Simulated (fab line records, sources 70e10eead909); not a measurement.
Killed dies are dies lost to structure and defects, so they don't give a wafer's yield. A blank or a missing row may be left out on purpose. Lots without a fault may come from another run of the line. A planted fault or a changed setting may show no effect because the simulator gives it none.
Which tool did it? | flow nand_harc | 12 lots, 36 wafers sampled, at 5 steps of a route of 1302

WHAT THE GAUGES READ, wafer by wafer
NHARC_END_SORT_01. Usual: killed_at_array 55, standard deviation 20; killed_at_other 1.1, standard deviation 1.2; killed_at_periphery 3.8, standard deviation 2.8; killed_dies 60, standard deviation 19; killed_open 3.4, standard deviation 1.9; killed_short 2.2, standard deviation 1.5.
lot  | measured     | on        | killed_at_array | killed_at_other | killed_at_periphery | killed_dies | killed_open | killed_short | flag
L491 | day 30 23:10 | prober-02 | 172 181 204     | 1 0 5           | 9 1 2               | 182 182 211 | 2 0 0       | 3 4 2        | OFF
L490 | day 30 17:01 | prober-01 | 171 187 194     | 0 1 0           | 3 4 1               | 174 192 195 | 2 5 3       | 2 4 3        | OFF

WHICH TOOL RAN EACH LOT (tool, then ch and the chambers of the sampled wafers, then the start)
lot  | NHARC_A_SGD_CUT_ETCH_58            | NHARC_A_SLIT_ETCH_29               | NHARC_A_WL_FILL_ALD_00           | NHARC_A_WL_FILL_ALD_02
L478 | rie_diel-04 ch 0,1,2, day 19 07:05 | rie_diel-07 ch 1,2, day 20 06:26   | ald_hk-02 ch 1,2, day 20 13:37   | ald_metal-02 ch 1,2,3, day 20 14:11
L482 | rie_diel-10 ch 1,2,3, day 21 05:11 | rie_diel-08 ch 0,2,3, day 22 00:54 | ald_hk-02 ch 1,2,3, day 22 08:11 | ald_metal-02 ch 1,2, day 22 08:37
L485 | rie_diel-04 ch 1,2, day 22 02:00   | rie_diel-08 ch 0,2,3, day 23 00:33 | ald_hk-03 ch 0,3, day 23 07:45   | ald_metal-01 ch 0,1,2, day 23 08:14
L492 | rie_diel-04 ch 1,2,3, day 25 09:52 | rie_diel-08 ch 0,1,2, day 26 03:13 | ald_hk-03 ch 2,3, day 26 11:29   | ald_metal-03 ch 0,1,2, day 26 12:19
L491 | rie_diel-09 ch 0,1,2, day 25 10:14 | rie_diel-11 ch 1,2,3, day 26 06:50 | ald_hk-03 ch 2,3, day 26 15:11   | ald_metal-01 ch 1,2, day 26 15:53
L490 | rie_diel-10 ch 0,2,3, day 25 10:20 | rie_diel-11 ch 0,2, day 26 03:02   | ald_hk-03 ch 2,3, day 26 11:09   | ald_metal-01 ch 0,2,3, day 26 11:46
L493 | rie_diel-09 ch 1,2,3, day 25 13:14 | rie_diel-08 ch 0,2, day 26 07:07   | ald_hk-02 ch 1,2,3, day 26 15:13 | ald_metal-03 ch 0,1,2, day 26 15:53
L496 | rie_diel-04 ch 0,1,2, day 27 02:18 | rie_diel-11 ch 0,2,3, day 27 20:14 | ald_hk-04 ch 0,1,3, day 28 03:24 | ald_metal-02 ch 0,1,2, day 28 03:52
L497 | rie_diel-09 ch 0,1,2, day 27 02:32 | rie_diel-08 ch 1,2,3, day 27 23:12 | ald_hk-04 ch 0,2,3, day 28 06:24 | ald_metal-03 ch 0,1,3, day 28 06:53
L498 | rie_diel-10 ch 1,3, day 27 12:26   | rie_diel-08 ch 0,1,2, day 28 09:14 | ald_hk-02 ch 0,3, day 28 17:25   | ald_metal-03 ch 0,1,2, day 28 17:58
L500 | rie_diel-04 ch 1,2,3, day 28 08:50 | rie_diel-08 ch 0,2,3, day 29 02:23 | ald_hk-04 ch 0,1,3, day 29 09:41 | ald_metal-02 ch 1,2,3, day 29 10:17
L499 | rie_diel-09 ch 1,2,3, day 28 09:15 | rie_diel-07 ch 0,2,3, day 29 03:37 | ald_hk-03 ch 1,3, day 29 09:40   | ald_metal-01 ch 0,2,3, day 29 10:08
- NHARC_A_SGD_CUT_ETCH_58: etches the open film in CF4, target depth 39 nm, time 65 s.
- NHARC_A_SLIT_ETCH_29: etches the open film in CF4/O2, target depth 100 nm, overetch 10 nm, time 55 s.
- NHARC_A_WL_FILL_ALD_00: deposits Al2O3, target thk 3 nm, pulse time 3 s, ald cycles 30.
- NHARC_A_WL_FILL_ALD_02: deposits TiN, target thk 2 nm, pulse time 3 s, ald cycles 100.

WHAT THE TOOLS THEMSELVES READ (means of the sampled wafers that have a number; where no wafer has one, the mark that the record gives instead)
NHARC_A_SGD_CUT_ETCH_58. Usual: bias_w 100.01 W, standard deviation 0.28; drypump_motor_current_A 5.6 A, standard deviation 0.47; oes_product_au 1.001 a.u., standard deviation 0.01; rf_vpp_V 151.4 V, standard deviation 1.2; showerhead_plenum_p_Torr 1.78 Torr, standard deviation 0.068; throttle_valve_pct 13.283 %, standard deviation 0.0093.
lot  | tool        | bias_w (W) | drypump_motor_current_A (A) | oes_product_au (a.u.) | rf_vpp_V (V) | showerhead_plenum_p_Torr (Torr) | throttle_valve_pct (%) | flag
L478 | rie_diel-04 | 99.98      | 5.8                         | 1.011                 | 151.6        | 1.78                            | 13.279                 |
L482 | rie_diel-10 | 99.96      | 5.1                         | 0.995                 | 150.3        | 1.72                            | 13.285                 |
L485 | rie_diel-04 | 100.35     | 5.6                         | 1.001                 | 151.4        | 1.75                            | 13.274                 |
L492 | rie_diel-04 | 100.03     | 5.6                         | 1.011                 | 151.0        | 1.80                            | 13.288                 |
L491 | rie_diel-09 | 100.17     | 5.8                         | 1.003                 | 152.1        | 1.82                            | 13.281                 |
L490 | rie_diel-10 | 100.19     | 5.1                         | 0.997                 | 152.1        | 1.75                            | 13.279                 |
L493 | rie_diel-09 | 99.97      | 5.9                         | 0.994                 | 152.0        | 1.80                            | 13.287                 |
L496 | rie_diel-04 | 100.12     | 5.8                         | 0.997                 | 150.8        | 1.78                            | 13.287                 |
L497 | rie_diel-09 | 100.04     | 5.8                         | 1.006                 | 151.6        | 1.82                            | 13.283                 |
L498 | rie_diel-10 | 99.96      | 5.1                         | 0.994                 | 149.6        | 1.67                            | 13.293                 |
L500 | rie_diel-04 | 100.03     | 5.6                         | 1.013                 | 151.4        | 1.80                            | 13.270                 |
L499 | rie_diel-09 | 100.38     | 5.9                         | 1.005                 | 151.3        | 1.80                            | 13.283                 |

NHARC_A_SLIT_ETCH_29. Usual: bias_w 100.00 W, standard deviation 0.28; drypump_motor_current_A 5.9 A, standard deviation 0.57; oes_product_au 0.999 a.u., standard deviation 0.009; rf_vpp_V 198.1 V, standard deviation 1.4; showerhead_plenum_p_Torr 1.36 Torr, standard deviation 0.052; throttle_valve_pct 13.397 %, standard deviation 0.0087.
lot  | tool        | bias_w (W) | drypump_motor_current_A (A) | oes_product_au (a.u.) | rf_vpp_V (V) | showerhead_plenum_p_Torr (Torr) | throttle_valve_pct (%) | flag
L478 | rie_diel-07 | 100.11     | 5.9                         | 0.998                 | 199.4        | 1.40                            | 13.390                 |
L482 | rie_diel-08 | 99.94      | 5.9                         | 1.004                 | 197.8        | 1.39                            | 13.395                 |
L485 | rie_diel-08 | 100.00     | 5.9                         | 1.015                 | 198.7        | 1.38                            | 13.404                 |
L492 | rie_diel-08 | 99.85      | 6.0                         | 0.993                 | 199.0        | 1.41                            | 13.390                 |
L491 | rie_diel-11 | 99.94      | 6.6                         | 1.000                 | 197.9        | 1.35                            | 13.393                 |
L490 | rie_diel-11 | 99.94      | 5.8                         | 0.994                 | 197.8        | 1.35                            | 13.392                 |
L493 | rie_diel-08 | 99.82      | 6.5                         | 0.998                 | 200.2        | 1.42                            | 13.397                 |
L496 | rie_diel-11 | 100.14     | 6.1                         | 1.000                 | 197.2        | 1.34                            | 13.390                 |
L497 | rie_diel-08 | 99.99      | 5.8                         | 0.993                 | 199.1        | 1.38                            | 13.399                 |
L498 | rie_diel-08 | 100.06     | 6.1                         | 1.003                 | 198.8        | 1.40                            | 13.392                 |
L500 | rie_diel-08 | 99.97      | 5.9                         | 1.013                 | 197.8        | 1.38                            | 13.397                 |
L499 | rie_diel-07 | 99.90      | 5.6                         | 0.993                 | 197.5        | 1.29                            | 13.398                 |

NHARC_A_WL_FILL_ALD_00. Usual: heater_power_w 489 W, standard deviation 40; precursor_pulse_height_rel 0.997, standard deviation 0.022.
lot  | tool      | heater_power_w (W) | precursor_pulse_height_rel | flag
L478 | ald_hk-02 | 487                | 1.001                      |
L482 | ald_hk-02 | 475                | 1.004                      |
L485 | ald_hk-03 | 478                | 0.994                      |
L492 | ald_hk-03 | 470                | 1.006                      |
L491 | ald_hk-03 | 468                | 1.003                      |
L490 | ald_hk-03 | 472                | 0.999                      |
L493 | ald_hk-02 | 478                | 0.994                      |
L496 | ald_hk-04 | 477                | 1.004                      |
L497 | ald_hk-04 | 478                | 0.989                      |
L498 | ald_hk-02 | 450                | 0.995                      |
L500 | ald_hk-04 | 485                | 0.991                      |
L499 | ald_hk-03 | 521                | 1.006                      |

NHARC_A_WL_FILL_ALD_02. Usual: heater_power_w 1085 W, standard deviation 120; precursor_pulse_height_rel 1.003, standard deviation 0.021.
lot  | tool         | heater_power_w (W) | precursor_pulse_height_rel | flag
L478 | ald_metal-02 | 1096               | 0.989                      |
L482 | ald_metal-02 | 1031               | 1.028                      |
L485 | ald_metal-01 | 1017               | 0.974                      |
L492 | ald_metal-03 | 1051               | 0.990                      |
L491 | ald_metal-01 | 1003               | 1.000                      |
L490 | ald_metal-01 | 1149               | 0.987                      |
L493 | ald_metal-03 | 1035               | 0.988                      |
L496 | ald_metal-02 | 1057               | 0.993                      |
L497 | ald_metal-03 | 1063               | 1.008                      |
L498 | ald_metal-03 | 1050               | 1.003                      |
L500 | ald_metal-02 | 1096               | 1.002                      |
L499 | ald_metal-01 | 1152               | 1.023                      |

THE ANSWER, worked out from the rows above alone
Rule: a lot is off if the mean of its wafers that have a number lies more than 3 standard deviations from the usual mean. A lot without any number at a reading at which 4 lots or more have one is off too. The other lots that the step has rows for count as sound. The gauges are gone through in route order, then the tools' own readings, and for those a lot's mean is taken as printed above. The first step at which some lot is off is used, and at that step the reading that is off furthest; a lot without a number counts as furthest.
Off: L491, L490, at NHARC_END_SORT_01 (killed_dies). Neither off nor sound, because the step has no rows for them: L478, L482, L485, L492, L493, L496, L497, L498, L500, L499.
A tool fits if, at a process step before that reading, it ran every lot that is off, and no sound lot after the first of them. The gauges at NHARC_END_SORT_01 are tried like those tools. Can't be told from this: 3 tools fit, rie_diel-11 at NHARC_A_SLIT_ETCH_29, ald_hk-03 at NHARC_A_WL_FILL_ALD_00, ald_metal-01 at NHARC_A_WL_FILL_ALD_02.

WHAT THE SIMULATOR HAD PUT IN
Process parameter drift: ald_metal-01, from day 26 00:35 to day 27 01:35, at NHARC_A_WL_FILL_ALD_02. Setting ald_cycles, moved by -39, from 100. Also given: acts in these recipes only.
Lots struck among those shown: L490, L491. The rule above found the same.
